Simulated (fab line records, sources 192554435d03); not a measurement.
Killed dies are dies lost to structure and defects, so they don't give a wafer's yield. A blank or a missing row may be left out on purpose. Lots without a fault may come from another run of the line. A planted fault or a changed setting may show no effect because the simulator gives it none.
Which tool did it? | flow n5_finfet | 9 lots, 25 wafers sampled, at 5 steps of a route of 1938

WHAT THE GAUGES READ, wafer by wafer
N5_MOL_CONTACT_COAG_THK_MEAS_53.
lot  | measured     | on            | VIA_MOL_THK (nm)
L482 | day 5 20:55  | film_metro-02 | 42.7 43.0
L483 | day 5 21:10  | film_metro-01 | 42.9 42.6 43.8
L486 | day 6 17:13  | film_metro-01 | 43.6 44.1 44.7
L490 | day 7 20:01  | film_metro-01 | 43.6 44.0 43.7
L494 | day 9 00:31  | film_metro-02 | 44.4 53.5 44.8
L495 | day 9 02:08  | film_metro-02 | 44.4 44.9 54.1
L496 | day 9 11:53  | film_metro-02 | 42.9 43.8
L498 | day 9 22:13  | film_metro-01 | 43.3 42.8 43.7
L502 | day 10 16:28 | film_metro-01 | 42.4 43.6 44.4

WHICH TOOL RAN EACH LOT (tool, then ch and the chambers of the sampled wafers, then the start)
lot  | N5_MOL_CONTACT_COAG_PECVD_31    | N5_MOL_CONTACT_COAG_ETCHBACK_134   | N5_MOL_CONTACT_COAG_ETCH_67        | N5_MOL_CONTACT_COAG_ETCHBACK_136
L482 | pecvd-04 ch 0,1, day 5 17:31    | rie_diel-04 ch 0,2, day 5 19:40    | rie_diel-04 ch 0,2, day 5 19:41    | rie_diel-04 ch 0,2, day 5 19:47
L483 | pecvd-02 ch 1,2, day 5 17:37    | rie_diel-03 ch 0,1,3, day 5 19:55  | rie_diel-03 ch 0,1,3, day 5 19:57  | rie_diel-03 ch 0,1,3, day 5 20:02
L486 | pecvd-02 ch 0,1,2, day 6 13:51  | rie_diel-03 ch 0,1,3, day 6 15:58  | rie_diel-03 ch 0,1,3, day 6 15:59  | rie_diel-03 ch 0,1,3, day 6 16:05
L490 | pecvd-04 ch 0,1,2, day 7 16:25  | rie_diel-04 ch 0,2,3, day 7 18:45  | rie_diel-04 ch 0,2,3, day 7 18:47  | rie_diel-04 ch 0,2,3, day 7 18:53
L494 | pecvd-02 ch 0,1, day 8 20:52    | rie_diel-04 ch 0,3, day 8 23:13    | rie_diel-04 ch 0,3, day 8 23:15    | rie_diel-04 ch 0,3, day 8 23:20
L495 | pecvd-02 ch 0,1, day 8 22:32    | rie_diel-06 ch 0,3, day 9 00:52    | rie_diel-06 ch 0,3, day 9 00:54    | rie_diel-06 ch 0,3, day 9 00:59
L496 | pecvd-04 ch 1, day 9 07:55      | rie_diel-04 ch 1,2, day 9 10:24    | rie_diel-04 ch 1,2, day 9 10:26    | rie_diel-04 ch 1,2, day 9 10:31
L498 | pecvd-03 ch 1,2, day 9 18:34    | rie_diel-03 ch 0,1,3, day 9 20:55  | rie_diel-03 ch 0,1,3, day 9 20:58  | rie_diel-03 ch 0,1,3, day 9 21:03
L502 | pecvd-03 ch 0,1,2, day 10 12:32 | rie_diel-06 ch 0,2,3, day 10 15:13 | rie_diel-06 ch 0,2,3, day 10 15:15 | rie_diel-06 ch 0,2,3, day 10 15:20
- N5_MOL_CONTACT_COAG_PECVD_31: deposits SiO2 from TEOS/O2, target thk 46 nm, time 8.9 s.
- N5_MOL_CONTACT_COAG_ETCHBACK_134: etches SiO2 in CHF3, target depth 10 nm, time 6.7 s.
- N5_MOL_CONTACT_COAG_ETCH_67: etches SOC in N2/H2, target depth 60 nm, overetch 21 nm, time 101.2 s.
- N5_MOL_CONTACT_COAG_ETCHBACK_136: etches SiO2 in CHF3, target depth 25 nm, time 16.7 s.

THE ANSWER, worked out from the rows above alone
Rule: what is usual is taken from the lots themselves. Put in order of their means at a reading, lots are off if they are a third of the lots or fewer, leave a main group of 4 or more, and stand apart from it by a gap of 3 or more times the standard deviation of the main group's means; of several such gaps the widest counts. A main group whose means are all the same, to the digits that the tables above print for the reading, isn't used. A lot without any number at a reading at which 4 lots or more have one is off too. The other lots that the step has rows for count as sound.
Off: L494, L495, at N5_MOL_CONTACT_COAG_THK_MEAS_53 (VIA_MOL_THK). The main group: mean 43.4 nm, standard deviation 0.39.
A tool fits if, at a process step before that reading, it ran every lot that is off, and no sound lot after the first of them. The gauges at N5_MOL_CONTACT_COAG_THK_MEAS_53 are tried like those tools. One fits: pecvd-02 at N5_MOL_CONTACT_COAG_PECVD_31. Its last sound lot is L486 (day 6 13:51), its first lot that is off L494 (day 8 20:52): a fault that began between those two fits.

WHAT THE SIMULATOR HAD PUT IN
Process parameter drift: pecvd-02, from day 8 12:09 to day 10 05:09, at N5_MOL_CONTACT_COAG_PECVD_31. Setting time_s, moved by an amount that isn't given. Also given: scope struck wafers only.
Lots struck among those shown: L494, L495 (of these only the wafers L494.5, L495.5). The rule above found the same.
